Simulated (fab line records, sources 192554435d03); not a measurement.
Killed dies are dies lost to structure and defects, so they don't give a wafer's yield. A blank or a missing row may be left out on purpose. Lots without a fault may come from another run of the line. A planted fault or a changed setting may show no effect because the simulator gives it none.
Chamber matching | flow n5_finfet | N5_PMOS_HMC_CHANNEL_EPI_ETCH_32 on rie_diel-06: 4 sister chambers
The step etches BARC in N2/H2, stops on SiO2, target depth 85.8 nm, time 50.3 s. 16 wafers are shown with their chamber, then 8 later ones without.

WAFERS WITH THEIR CHAMBER
wafer  | chamber | showerhead_plenum_p_Torr (Torr) | drypump_motor_current_A (A) | oes_product_au (a.u.)
L075.1 | 3       | 2.65                            | 5.7                         | 0.65
L075.2 | 1       | 2.55                            | 6.5                         | 0.61
L075.6 | 2       | 2.66                            | 5.7                         | 0.67
L077.1 | 2       | 2.66                            | 5.7                         | 0.67
L077.4 | 2       | 2.66                            | 5.7                         | 0.67
L077.5 | 3       | 2.65                            | 5.6                         | 0.65
L079.1 | 1       | 2.55                            | 6.5                         | 0.61
L079.4 | 0       | 2.48                            | 5.1                         | 0.71
L079.6 | 3       | 2.65                            | 5.7                         | 0.65
L081.1 | 1       | 2.54                            | 6.6                         | 0.60
L081.3 | 2       | 2.65                            | 5.6                         | 0.66
L081.6 | 1       | 2.54                            | 6.5                         | 0.61
L084.1 | 3       | 2.64                            | 5.6                         | 0.64
L084.5 | 1       | 2.54                            | 6.5                         | 0.60
L084.6 | 0       | 2.47                            | 5.2                         | 0.70
L085.1 | 3       | 2.64                            | 5.6                         | 0.64

SIGNATURES (means of the wafers above)
reading                  | chamber 0 | chamber 1 | chamber 2 | chamber 3 | scatter within a chamber
showerhead_plenum_p_Torr | 2.4750    | 2.5440    | 2.6575    | 2.6460    | 0.00552
drypump_motor_current_A  | 5.150     | 6.520     | 5.675     | 5.640     | 0.052
oes_product_au           | 0.7050    | 0.6060    | 0.6675    | 0.6460    | 0.00552
Rule: a wafer's distance from a chamber is the root of the sum, over the readings, of the square of ((its reading less the chamber's mean) divided by the reading's scatter). The wafer belongs to the nearest chamber; if the next one is less than 2 further off, it can't be placed. The scatter: the root of (the sum of the squares of (reading less its chamber's mean) over the shown wafers, divided by (wafers less chambers)).

WAFERS WITHOUT THEIR CHAMBER
wafer  | showerhead_plenum_p_Torr (Torr) | drypump_motor_current_A (A) | oes_product_au (a.u.)
L085.4 | 2.65                            | 5.7                         | 0.66
L085.5 | 2.47                            | 5.2                         | 0.71
L089.1 | 2.54                            | 6.5                         | 0.59
L089.3 | 2.65                            | 5.6                         | 0.65
L089.4 | 2.47                            | 5.2                         | 0.69
L097.1 | 2.53                            | 6.6                         | 0.59
L097.3 | 2.46                            | 5.2                         | 0.69
L097.5 | 2.63                            | 5.7                         | 0.63

WHICH CHAMBER EACH WENT THROUGH
wafer  | from the rows above     | in truth
L085.4 | can't be placed: 2 or 3 | 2
L085.5 | 0                       | 0
L089.1 | 1                       | 1
L089.3 | 3                       | 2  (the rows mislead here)
L089.4 | 0                       | 0
L097.1 | 1                       | 1
L097.3 | 0                       | 0
L097.5 | 3                       | 3
Placed correctly: 6 of 8. Can't be placed from these rows: 1 (the true chamber is among the candidates in 1). Placed wrongly: 1.
